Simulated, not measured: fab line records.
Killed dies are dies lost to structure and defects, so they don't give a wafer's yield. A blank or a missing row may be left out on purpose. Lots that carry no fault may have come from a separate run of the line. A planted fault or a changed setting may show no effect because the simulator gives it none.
fab line records -- flow n5-finfet -- part 1 of 2: steps 1 to 3 of 6
record: lots: 24, wafers: 72, last-day: 17
route steps=1938 shown FIN_SAQP@134 FIN_CUT@167 STI_FIN_REVEAL@183 DUMMY_GATE@214
lots untouched by any fault: they come from a run of this same line in which no faults occurred
start-h: hours from the record's opening day to when the first of the lot's shown wafers began -- wait-h: hours elapsed since this lot's preceding step -- " the same as in the row above -- L1.1+2: several wafers, shown together as one row -- - no value, or no start was given -- * or withheld: withheld -- < > ~ a bound
route shown NAME@n: NAME is a module with steps in the file, n the number in the route of the first one -- usual: mean/standard deviation of fault-free wafers -- same: alike in all rows -- chamber/n: place in a boat -- sites: each site's reading -- _std_site: standard deviation across them -- _edge_site: outer sites' mean less inner sites' -- radius-mm: how far each site lies from the wafer's centre -- mask NAME#n: copy n -- behind: the most recent tool/chamber to have shaped the wafer -- hold: why the lot was held/for how many hours/how that ended -- device: which transistor (n, p or np) failed to switch -- end of line: at the end of the route, the tests of the same wafers -- a step without rows: its recipe alone -- killed: at the first sort, the dies lost to defects and structure; wafer yield is something else -- map: shows each die of a wafer: x if killed, . if not, _ if none is there
set.NAME: the run value of the setting; set.NAME@STEP: its run value at that earlier step -- model.NAME: the simulator's own value behind a step, which no gauge read
steps of the route over a sample of lots; a table a step, a row a wafer
services: a tool's chamber out of use, with start hour (start-h, from the record's first day; less than 0 if before it), hours out, and reason
== steps ==
step: N5_FIN_SAQP_ETCH_69
recipe: chemistry: N2/H2, target: SOC, target-depth-a: 1500, stop-on: SiNx, ion-energy-ev: 100, bias-w: 61, pressure-mtorr: 30, source-w: 850, n2-flow-sccm: 200, h2-flow-sccm: 200
usual: drypump-motor-current-A: 5.7/0.55, oes-product-au: 0.82/0.088, rf-vpp-V: 241.0/1.7, showerhead-plenum-p-Torr: 2.56/0.11, throttle-valve-pct: 17.78/0.21
lot.wafer,tool,chamber,start-h,wait-h,drypump-motor-current-A,oes-product-au,rf-hours-counter-h,rf-vpp-V,showerhead-plenum-p-Torr,throttle-valve-pct
L074.4,rie-diel-06,1,26.99,-,6.7,0.85,60,240.3,2.48,17.87
L074.5,rie-diel-06,3,26.99,-,5.1,0.96,-,242.8,2.69,17.49
L074.6,rie-diel-06,2,26.99,-,5.4,0.68,-,238.1,2.40,18.20
L075.2,rie-diel-06,2,31.56,-,5.5,0.69,249,238.5,2.40,18.23
L075.3,rie-diel-06,3,31.56,-,5.2,0.95,7,242.6,2.69,17.51
L075.4,rie-diel-06,1,31.56,-,6.7,0.85,62,239.7,2.48,17.87
L076.1,rie-diel-01,2,37.57,-,6.4,0.73,200,239.0,2.51,17.79
L076.3,rie-diel-01,3,37.57,-,5.7,0.66,245,240.9,2.50,18.17
L076.4,rie-diel-01,0,37.57,-,6.1,0.76,171,239.8,2.43,17.95
L077.2,rie-diel-06,3,44.97,-,5.1,0.93,13,243.7,2.68,17.49
L077.4,rie-diel-06,1,44.97,-,6.7,0.84,-,238.4,2.48,17.87
L077.5,rie-diel-06,0,44.97,-,5.3,0.67,-,238.4,2.40,18.10
L078.1,rie-diel-06,0,52.45,-,5.3,0.67,251,240.1,2.40,18.11
L078.2,rie-diel-06,3,52.45,-,5.2,0.92,16,243.1,2.68,17.49
L078.4,rie-diel-06,1,52.45,-,6.7,0.84,-,239.3,2.48,17.89
L079.2,rie-diel-01,0,56.34,-,6.1,0.75,173,240.4,2.43,17.94
L079.3,rie-diel-01,3,56.34,-,5.7,0.66,252,240.0,2.49,18.18
L079.5,rie-diel-01,3,56.34,-,5.7,0.66,-,239.9,2.49,18.18
L080.1,rie-diel-02,3,61.51,-,4.8,0.90,24,240.2,2.48,17.67
L080.5,rie-diel-02,1,61.51,-,5.6,0.92,-,240.9,2.60,17.38
L080.6,rie-diel-02,2,61.51,-,5.8,0.87,-,244.0,2.71,17.65
L081.2,rie-diel-01,0,67.78,-,6.1,0.75,178,239.6,2.43,17.96
L081.3,rie-diel-01,1,67.78,-,5.4,0.72,169,238.9,2.54,17.91
L081.5,rie-diel-01,0,67.78,-,6.1,0.75,-,239.1,2.43,17.96
L082.1,rie-diel-06,1,74.53,-,6.7,0.81,79,239.1,2.47,17.90
L082.4,rie-diel-06,3,74.53,-,5.2,0.90,-,242.7,2.68,17.52
L082.6,rie-diel-06,1,74.53,-,6.6,0.82,-,238.3,2.47,17.91
L083.1,rie-diel-06,2,81.07,-,5.5,0.93,10,242.6,2.71,17.79
L083.2,rie-diel-06,1,81.07,-,6.7,0.82,81,241.4,2.47,17.92
L083.5,rie-diel-06,1,81.07,-,6.7,0.81,-,238.8,2.47,17.91
L084.1,rie-diel-02,0,87.45,-,5.8,0.93,6,242.6,2.62,17.50
L084.2,rie-diel-02,3,87.45,-,4.7,0.86,35,239.7,2.47,17.69
L084.4,rie-diel-02,1,87.45,-,5.6,0.89,24,242.7,2.59,17.41
L085.2,rie-diel-06,0,94.71,-,5.3,0.96,0,243.5,2.72,17.68
L085.5,rie-diel-06,2,94.71,-,5.4,0.92,-,242.5,2.71,17.81
L085.6,rie-diel-06,3,94.71,-,5.1,0.88,-,243.5,2.68,17.54
L086.1,rie-diel-02,0,100.10,-,5.8,0.91,12,241.1,2.62,17.49
L086.3,rie-diel-02,1,100.10,-,5.6,0.88,30,242.2,2.59,17.42
L086.4,rie-diel-02,3,100.10,-,4.7,0.86,40,240.3,2.47,17.70
L087.3,rie-diel-06,2,103.96,-,5.5,0.91,16,242.2,2.71,17.80
L087.4,rie-diel-06,3,103.96,-,5.2,0.88,35,241.8,2.67,17.52
L087.6,rie-diel-06,1,103.96,-,6.7,0.80,-,239.9,2.47,17.92
L088.3,rie-diel-01,3,110.38,-,5.7,0.90,8,240.5,2.49,17.68
L088.5,rie-diel-01,1,110.38,-,5.3,0.71,-,240.5,2.54,17.95
L088.6,rie-diel-01,2,110.38,-,6.3,0.71,-,240.8,2.50,17.83
L089.4,rie-diel-02,1,117.26,-,5.6,0.86,38,241.5,2.59,17.42
L089.5,rie-diel-02,3,117.26,-,4.7,0.86,-,239.7,2.47,17.71
L089.6,rie-diel-02,2,117.26,-,5.8,0.84,-,243.3,2.70,17.69
L090.3,rie-diel-02,3,123.13,-,4.7,0.84,52,241.2,2.47,17.71
L090.5,rie-diel-02,0,123.13,-,5.8,0.89,-,241.6,2.62,17.52
L090.6,rie-diel-02,1,123.13,-,5.6,0.86,-,241.1,2.59,17.45
L091.1,rie-diel-02,2,129.60,-,5.8,0.83,63,241.0,2.70,17.69
L091.4,rie-diel-02,1,129.60,-,5.6,0.85,45,240.4,2.59,17.46
L091.5,rie-diel-02,3,129.60,-,4.8,0.84,-,240.7,2.47,17.72
L092.1,rie-diel-01,1,136.34,-,5.3,0.70,199,242.0,2.53,17.97
L092.3,rie-diel-01,0,136.34,-,6.1,0.72,210,237.1,2.42,18.01
L092.6,rie-diel-01,3,136.34,-,5.7,0.87,-,240.6,2.48,17.71
L093.2,rie-diel-06,3,141.00,-,5.2,0.87,38,242.7,2.67,17.54
L093.4,rie-diel-06,0,141.00,-,5.3,0.92,6,243.4,2.72,17.73
L093.6,rie-diel-06,2,141.00,-,5.5,0.91,-,242.7,2.71,17.79
L094.1,rie-diel-01,2,144.57,-,6.4,0.69,246,241.2,2.49,17.85
L094.2,rie-diel-01,3,144.57,-,5.7,0.87,24,239.1,2.48,17.71
L094.6,rie-diel-01,1,144.57,-,5.3,0.70,-,240.6,2.53,17.98
L095.1,rie-diel-06,3,150.66,-,5.1,0.87,42,243.4,2.67,17.53
L095.5,rie-diel-06,0,150.66,-,5.3,0.90,-,242.1,2.72,17.72
L095.6,rie-diel-06,3,150.66,-,5.1,0.87,-,244.3,2.67,17.54
L096.1,rie-diel-06,3,156.89,-,5.1,0.87,45,242.8,2.67,17.56
L096.2,rie-diel-06,0,156.89,-,5.3,0.90,12,244.3,2.72,17.72
L096.6,rie-diel-06,1,156.89,-,6.7,0.79,-,240.2,2.46,17.94
L097.1,rie-diel-01,1,162.75,-,5.3,0.69,210,239.9,2.53,17.99
L097.3,rie-diel-01,3,162.75,-,5.7,0.86,32,240.5,2.48,17.71
L097.5,rie-diel-01,1,162.75,-,5.3,0.70,-,240.6,2.53,18.00
step: N5_FIN_SAQP_MANDREL2_REMOVE_60
recipe: chemistry: HBr/Cl2/O2, bt-time-s: 10, target: a-Si, stop-on: SiNx, endpoint: OES-SiCl, over-etch-frac: 1, icp-w: 600, bias-w: 22, HBr_flow_sccm: 150, Cl2_flow_sccm: 80, O2_flow_sccm: 5, pressure-mtorr: 10
usual: drypump-motor-current-A: 5.7/0.43, mfc-cl2-sccm: 79.98/0.24, oes-product-au: 0.995/0.02, throttle-valve-pct: 36.7/0.31
lot.wafer,tool,chamber,start-h,wait-h,drypump-motor-current-A,mfc-cl2-sccm,oes-product-au,rf-hours-counter-h,throttle-valve-pct
L074.4,rie-si-02,2,27.74,0.1,5.8,80.06,0.984,67,36.5
L074.5,rie-si-02,2,27.74,0.1,5.7,79.66,0.996,-,36.5
L074.6,rie-si-02,3,27.74,0.1,5.4,79.73,0.995,-,36.1
L075.2,rie-si-02,0,32.30,0.1,5.1,80.28,1.004,7,36.7
L075.3,rie-si-02,3,32.30,0.1,5.4,79.85,1.000,116,36.1
L075.4,rie-si-02,2,32.30,0.1,5.8,79.91,0.997,67,36.5
L076.1,rie-si-03,3,38.30,0.1,5.7,79.90,0.961,58,36.8
L076.3,rie-si-03,1,38.30,0.1,5.8,79.99,0.991,3,37.0
L076.4,rie-si-03,0,38.30,0.1,5.7,79.63,1.006,98,36.4
L077.2,rie-si-02,2,45.96,0.1,5.7,79.57,0.983,67,36.5
L077.4,rie-si-02,3,45.96,0.1,5.5,80.02,0.985,116,36.1
L077.5,rie-si-02,2,45.96,0.1,5.8,79.86,0.992,-,36.5
L078.1,rie-si-04,1,53.16,0.1,6.3,79.54,1.006,36,36.8
L078.2,rie-si-04,0,53.16,0.1,6.0,79.84,1.000,29,36.5
L078.4,rie-si-04,3,53.16,0.1,6.3,80.45,1.023,116,36.3
L079.2,rie-si-02,0,57.15,0.1,5.1,80.00,0.990,7,36.7
L079.3,rie-si-02,1,57.15,0.1,5.2,80.26,0.987,118,37.2
L079.5,rie-si-02,1,57.15,0.1,5.2,79.87,0.992,-,37.2
L080.1,rie-si-03,1,62.38,0.1,5.8,79.67,0.984,4,37.0
L080.5,rie-si-03,1,62.38,0.1,5.8,80.13,0.996,-,37.0
L080.6,rie-si-03,0,62.38,0.1,5.7,80.46,1.019,-,36.4
L081.2,rie-si-03,1,68.50,0.1,5.8,80.13,0.977,4,37.0
L081.3,rie-si-03,3,68.50,0.1,5.7,80.15,0.966,59,36.9
L081.5,rie-si-03,3,68.50,0.1,5.7,79.72,0.961,-,36.9
L082.1,rie-si-03,3,75.25,0.1,5.7,80.08,0.966,59,36.9
L082.4,rie-si-03,2,75.25,0.1,6.2,80.05,0.960,186,37.0
L082.6,rie-si-03,3,75.25,0.1,5.7,79.42,0.971,-,36.9
L083.1,rie-si-04,2,82.15,0.1,4.9,80.13,1.022,7,36.5
L083.2,rie-si-04,3,82.15,0.1,6.3,79.89,1.022,116,36.3
L083.5,rie-si-04,0,82.15,0.1,5.9,79.86,1.007,-,36.5
L084.1,rie-si-04,3,89.23,0.1,6.3,80.33,1.008,116,36.4
L084.2,rie-si-04,2,89.23,0.1,4.9,79.89,1.028,8,36.5
L084.4,rie-si-04,1,89.23,0.1,6.3,80.39,1.008,37,36.7
L085.2,rie-si-04,2,95.42,0.1,4.9,80.12,1.018,8,36.5
L085.5,rie-si-04,1,95.42,0.1,6.3,80.02,1.009,-,36.8
L085.6,rie-si-04,2,95.42,0.1,5.0,80.34,1.018,-,36.5
L086.1,rie-si-04,3,100.87,0.1,6.3,79.76,1.020,116,36.3
L086.3,rie-si-04,2,100.87,0.1,4.9,80.01,1.017,8,36.5
L086.4,rie-si-04,2,100.87,0.1,4.9,80.09,1.023,-,36.5
L087.3,rie-si-04,1,104.68,0.1,6.3,79.66,1.013,37,36.8
L087.4,rie-si-04,3,104.68,0.1,6.3,80.14,1.015,116,36.4
L087.6,rie-si-04,3,104.68,0.1,6.3,80.08,1.015,-,36.4
L088.3,rie-si-02,2,111.94,0.1,5.7,80.15,0.983,69,36.5
L088.5,rie-si-02,2,111.94,0.1,5.8,79.80,0.992,-,36.4
L088.6,rie-si-02,1,111.94,0.1,5.2,79.78,0.994,-,37.2
L089.4,rie-si-03,3,118.29,0.1,5.7,79.85,0.961,60,36.9
L089.5,rie-si-03,3,118.29,0.1,5.7,79.77,0.973,-,36.9
L089.6,rie-si-03,0,118.29,0.1,5.7,79.86,1.016,-,36.4
L090.3,rie-si-03,3,124.46,0.1,5.7,80.23,0.961,60,36.9
L090.5,rie-si-03,1,124.46,0.1,5.8,79.44,0.983,-,37.0
L090.6,rie-si-03,2,124.46,0.1,6.2,79.89,0.961,-,37.0
L091.1,rie-si-02,2,131.40,0.1,5.7,80.03,0.982,69,36.4
L091.4,rie-si-02,3,131.40,0.1,5.4,79.73,0.988,117,36.1
L091.5,rie-si-02,0,131.40,0.1,5.1,80.00,1.002,-,36.7
L092.1,rie-si-03,0,137.37,0.1,5.7,80.03,1.002,100,36.4
L092.3,rie-si-03,3,137.37,0.1,5.7,80.04,0.958,60,36.9
L092.6,rie-si-03,0,137.37,0.1,5.7,79.84,1.007,-,36.4
L093.2,rie-si-04,1,141.72,0.1,6.3,79.78,1.018,38,36.8
L093.4,rie-si-04,0,141.72,0.1,5.9,79.87,1.012,31,36.5
L093.6,rie-si-04,0,141.72,0.1,5.9,79.98,1.003,-,36.6
L094.1,rie-si-03,0,145.42,0.1,5.8,80.05,1.018,100,36.4
L094.2,rie-si-03,1,145.42,0.1,5.8,79.94,0.987,5,37.0
L094.6,rie-si-03,1,145.42,0.1,5.9,80.15,0.992,-,37.0
L095.1,rie-si-04,0,151.61,0.1,5.9,79.81,1.008,31,36.6
L095.5,rie-si-04,2,151.61,0.1,4.9,79.89,1.014,-,36.5
L095.6,rie-si-04,3,151.61,0.1,6.3,80.13,1.007,-,36.4
L096.1,rie-si-03,3,157.61,0.1,5.7,80.23,0.960,60,36.9
L096.2,rie-si-03,0,157.61,0.1,5.7,79.40,1.008,100,36.4
L096.6,rie-si-03,0,157.61,0.1,5.7,79.57,1.009,-,36.4
L097.1,rie-si-03,3,163.97,0.1,5.7,80.27,0.958,61,36.9
L097.3,rie-si-03,0,163.97,0.1,5.7,80.18,1.023,101,36.4
L097.5,rie-si-03,1,163.97,0.1,5.8,79.89,0.983,-,37.0
step: N5_FIN_CUT_ETCH_30
recipe: chemistry: N2/H2, target: underlayer, target-depth-a: 130, mask-material: CAR-EUV, time-s: 10.4, ion-energy-ev: 200, pressure-mtorr: 30, source-w: 840, bias-w: 150, n2-flow-sccm: 200, h2-flow-sccm: 200, ends: cleared
usual: drypump-motor-current-A: 5.6/0.5, etch-rf-on-time-s: 10.38/0.26, oes-product-au: 0.65/0.075, rf-vpp-V: 523.5/2.6, showerhead-plenum-p-Torr: 2.52/0.084, throttle-valve-pct: 17.8/0.35
lot.wafer,tool,chamber,start-h,wait-h,drypump-motor-current-A,etch-rf-on-time-s,oes-product-au,rf-hours-counter-h,rf-vpp-V,showerhead-plenum-p-Torr,throttle-valve-pct
L074.4,rie-diel-03,2,29.19,0.0,6.6,10.47,0.68,-,527.1,2.65,17.5
L074.5,rie-diel-03,0,29.19,0.0,5.6,10.29,0.62,-,524.6,2.51,18.0
L074.6,rie-diel-03,3,29.19,0.0,5.4,10.40,0.61,-,524.8,2.52,18.2
L075.2,rie-diel-04,0,33.69,0.0,5.1,10.06,0.64,165,518.5,2.43,17.7
L075.3,rie-diel-04,2,33.69,0.0,6.3,10.10,0.64,174,523.7,2.54,18.2
L075.4,rie-diel-04,0,33.69,0.0,5.1,10.10,0.64,-,521.7,2.43,17.7
L076.1,rie-diel-03,3,39.67,0.0,5.4,10.29,0.61,215,521.2,2.51,18.2
L076.3,rie-diel-03,0,39.67,0.0,5.7,10.22,0.62,199,523.3,2.51,18.0
L076.4,rie-diel-03,2,39.67,0.0,6.6,10.42,0.68,-,527.4,2.65,17.5
L077.2,rie-diel-03,1,47.34,0.0,4.9,10.47,0.84,0,529.1,2.72,18.1
L077.4,rie-diel-03,0,47.34,0.0,5.7,10.33,0.62,200,522.8,2.51,18.0
L077.5,rie-diel-03,1,47.34,0.0,4.9,10.50,0.85,-,526.5,2.72,18.1
L078.1,rie-diel-05,2,54.32,0.0,5.7,10.36,0.59,200,526.6,2.62,17.4
L078.2,rie-diel-05,1,54.32,0.0,5.8,10.97,0.61,198,520.8,2.44,18.0
L078.4,rie-diel-05,0,54.32,0.0,5.5,10.26,0.86,2,526.0,2.59,17.1
L079.2,rie-diel-05,0,58.49,0.0,5.5,10.17,0.84,4,525.2,2.59,17.1
L079.3,rie-diel-05,1,58.49,0.0,5.8,11.02,0.61,199,519.4,2.43,18.0
L079.5,rie-diel-05,0,58.49,0.0,5.5,10.24,0.85,-,526.4,2.59,17.1
L080.1,rie-diel-04,3,63.73,0.0,6.1,10.43,0.69,90,523.4,2.46,17.7
L080.5,rie-diel-04,2,63.73,0.0,6.3,10.25,0.64,-,522.4,2.53,18.2
L080.6,rie-diel-04,1,63.73,0.0,5.0,10.44,0.64,-,521.5,2.44,17.8
L081.2,rie-diel-05,0,70.06,0.0,5.5,10.34,0.83,7,525.9,2.59,17.1
L081.3,rie-diel-05,2,70.06,0.0,5.7,10.38,0.59,205,525.9,2.62,17.4
L081.5,rie-diel-05,3,70.06,0.0,5.0,10.10,0.62,-,522.5,2.51,17.5
L082.1,rie-diel-04,0,76.42,0.0,5.1,10.02,0.63,177,522.0,2.42,17.7
L082.4,rie-diel-04,1,76.42,0.0,5.0,10.40,0.64,137,519.5,2.44,17.8
L082.6,rie-diel-04,2,76.42,0.0,6.3,10.15,0.62,-,523.0,2.53,18.2
L083.1,rie-diel-05,1,83.56,0.0,5.8,11.08,0.60,207,521.0,2.43,18.0
L083.2,rie-diel-05,2,83.56,0.0,5.7,10.42,0.58,210,526.1,2.61,17.4
L083.5,rie-diel-05,0,83.56,0.0,5.5,10.33,0.81,-,524.2,2.58,17.1
L084.1,rie-diel-03,1,90.68,0.0,4.9,10.40,0.78,14,528.6,2.71,18.1
L084.2,rie-diel-03,0,90.68,0.0,5.7,10.23,0.61,213,523.3,2.50,18.0
L084.4,rie-diel-03,3,90.68,0.0,5.5,10.33,0.60,228,522.9,2.51,18.2
L085.2,rie-diel-04,3,96.76,0.0,6.1,10.43,0.68,101,521.8,2.46,17.7
L085.5,rie-diel-04,0,96.76,0.0,5.1,10.03,0.64,-,522.7,2.42,17.7
L085.6,rie-diel-04,3,96.76,0.0,6.1,10.36,0.69,-,521.7,2.46,17.7
L086.1,rie-diel-03,1,102.12,0.0,4.9,10.45,0.78,17,530.0,2.71,18.1
L086.3,rie-diel-03,0,102.12,0.0,5.6,10.33,0.60,218,523.1,2.50,18.0
L086.4,rie-diel-03,3,102.12,0.0,5.4,10.51,0.60,232,523.1,2.51,18.2
L087.3,rie-diel-05,0,105.83,0.0,5.5,10.27,0.81,18,524.3,2.58,17.1
L087.4,rie-diel-05,3,105.83,0.0,5.0,10.26,0.61,226,522.5,2.50,17.6
L087.6,rie-diel-05,2,105.83,0.0,5.7,10.45,0.58,-,525.2,2.61,17.4
L088.3,rie-diel-05,3,113.53,0.0,5.0,10.25,0.60,229,522.3,2.50,17.6
L088.5,rie-diel-05,1,113.53,0.0,5.8,10.96,0.60,-,519.2,2.43,18.0
L088.6,rie-diel-05,0,113.53,0.0,5.5,10.25,0.81,-,525.3,2.58,17.1
L089.4,rie-diel-03,1,119.46,0.0,4.9,10.28,0.77,23,528.3,2.71,18.1
L089.5,rie-diel-03,2,119.46,0.0,6.6,10.19,0.67,-,526.4,2.64,17.6
L089.6,rie-diel-03,3,119.46,0.0,5.5,10.28,0.60,-,522.8,2.50,18.2
L090.3,rie-diel-04,2,125.78,0.0,6.3,10.05,0.62,201,523.1,2.53,18.2
L090.5,rie-diel-04,0,125.78,0.0,5.1,10.07,0.62,-,520.1,2.42,17.7
L090.6,rie-diel-04,3,125.78,0.0,6.1,10.31,0.67,-,521.2,2.45,17.8
L091.1,rie-diel-04,3,132.70,0.0,6.1,10.34,0.68,112,521.1,2.45,17.8
L091.4,rie-diel-04,2,132.70,0.0,6.3,10.00,0.62,203,524.5,2.52,18.2
L091.5,rie-diel-04,1,132.70,0.0,5.0,10.50,0.63,-,521.0,2.43,17.8
L092.1,rie-diel-04,2,138.65,0.0,6.3,10.18,0.62,206,523.1,2.52,18.2
L092.3,rie-diel-04,0,138.65,0.0,5.1,10.13,0.62,196,521.3,2.42,17.7
L092.6,rie-diel-04,1,138.65,0.0,5.0,10.40,0.62,-,519.9,2.43,17.8
L093.2,rie-diel-03,1,143.00,0.0,4.9,10.23,0.76,30,528.7,2.70,18.1
L093.4,rie-diel-03,0,143.00,0.0,5.6,10.05,0.61,231,523.4,2.50,18.1
L093.6,rie-diel-03,2,143.00,0.0,6.6,10.27,0.66,-,527.7,2.63,17.6
L094.1,rie-diel-05,0,146.68,0.0,5.4,10.45,0.78,32,525.3,2.58,17.1
L094.2,rie-diel-05,3,146.68,0.0,5.0,10.26,0.59,240,522.9,2.50,17.6
L094.6,rie-diel-05,0,146.68,0.0,5.5,10.46,0.77,-,525.6,2.58,17.1
L095.1,rie-diel-05,1,153.45,0.0,5.8,11.04,0.58,229,518.9,2.42,18.1
L095.5,rie-diel-05,1,153.45,0.0,5.8,10.91,0.59,-,519.7,2.42,18.0
L095.6,rie-diel-05,0,153.45,0.0,5.5,10.29,0.78,-,524.5,2.57,17.1
L096.1,rie-diel-05,2,158.89,0.0,5.7,10.46,0.57,230,525.0,2.61,17.4
L096.2,rie-diel-05,0,158.89,0.0,5.5,10.45,0.76,36,525.9,2.57,17.1
L096.6,rie-diel-05,2,158.89,0.0,5.7,10.53,0.57,-,527.6,2.61,17.4
L097.1,rie-diel-05,2,165.13,0.0,5.7,10.22,0.58,232,525.8,2.60,17.4
L097.3,rie-diel-05,1,165.13,0.0,5.8,10.96,0.60,233,520.9,2.42,18.1
L097.5,rie-diel-05,1,165.13,0.0,5.8,10.91,0.58,-,519.8,2.42,18.1
